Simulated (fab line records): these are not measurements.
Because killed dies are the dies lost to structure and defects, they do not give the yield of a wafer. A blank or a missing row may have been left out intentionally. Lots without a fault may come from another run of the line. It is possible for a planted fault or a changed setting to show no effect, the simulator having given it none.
Chamber matching + flow n5Finfet + pecvd-01 running N5_BEOL_M3_PECVD_72: 3 sister chambers
The step deposits SiO2 from TEOS/O2, target thk 16 nm, time 18 s. 6 wafers are shown with their chamber, then 8 later ones without.

WAFERS, EACH WITH ITS CHAMBER
| wafer  | chamber | showerheadPlenumPTorr (Torr) | throttleValvePct (%) |
|--------|---------|------------------------------|----------------------|
| L085.3 | 0       | 8.91                         | 23.5                 |
| L087.3 | 1       | 8.73                         | 20.6                 |
| L089.1 | 1       | 8.74                         | 21.2                 |
| L089.2 | 2       | 8.81                         | 19.2                 |
| L089.5 | 0       | 8.86                         | 23.8                 |
| L095.2 | 2       | 8.80                         | 19.1                 |

WAFERS MISSING THEIR CHAMBER
| wafer  | showerheadPlenumPTorr (Torr) | throttleValvePct (%) |
|--------|------------------------------|----------------------|
| L095.3 | 8.75                         | 21.1                 |
| L095.4 | 8.80                         | 19.4                 |
| L094.2 | 8.82                         | 18.9                 |
| L094.4 | 8.73                         | 20.9                 |
| L094.5 | 8.80                         | 19.2                 |
| L096.2 | 8.80                         | 19.0                 |
| L096.3 | 8.81                         | 19.1                 |
| L096.6 | 8.73                         | 21.2                 |

THE CHAMBER EACH PASSED THROUGH
| wafer  | from the rows above | in truth |
|--------|---------------------|----------|
| L095.3 | 1                   | 1        |
| L095.4 | 2                   | 2        |
| L094.2 | 2                   | 2        |
| L094.4 | 1                   | 1        |
| L094.5 | 2                   | 2        |
| L096.2 | 2                   | 2        |
| L096.3 | 2                   | 2        |
| L096.6 | 1                   | 1        |
Placed correctly: 8 of 8. Number that these rows cannot place: 0. Wrongly placed: 0.
How it was worked out, from the rows above alone: a wafer's distance from a chamber is the root of the sum, over the readings, of the square of ((its reading less the chamber's mean) divided by the reading's scatter). If the next closest chamber is less than 2 further off than the closest, the wafer can't be placed; otherwise it belongs to the closest. A chamber's mean is the mean of its shown wafers. The scatter is the square root of a quotient: the sum, over the shown wafers, of each reading's squared deviation from its chamber's mean, divided by wafers minus chambers.
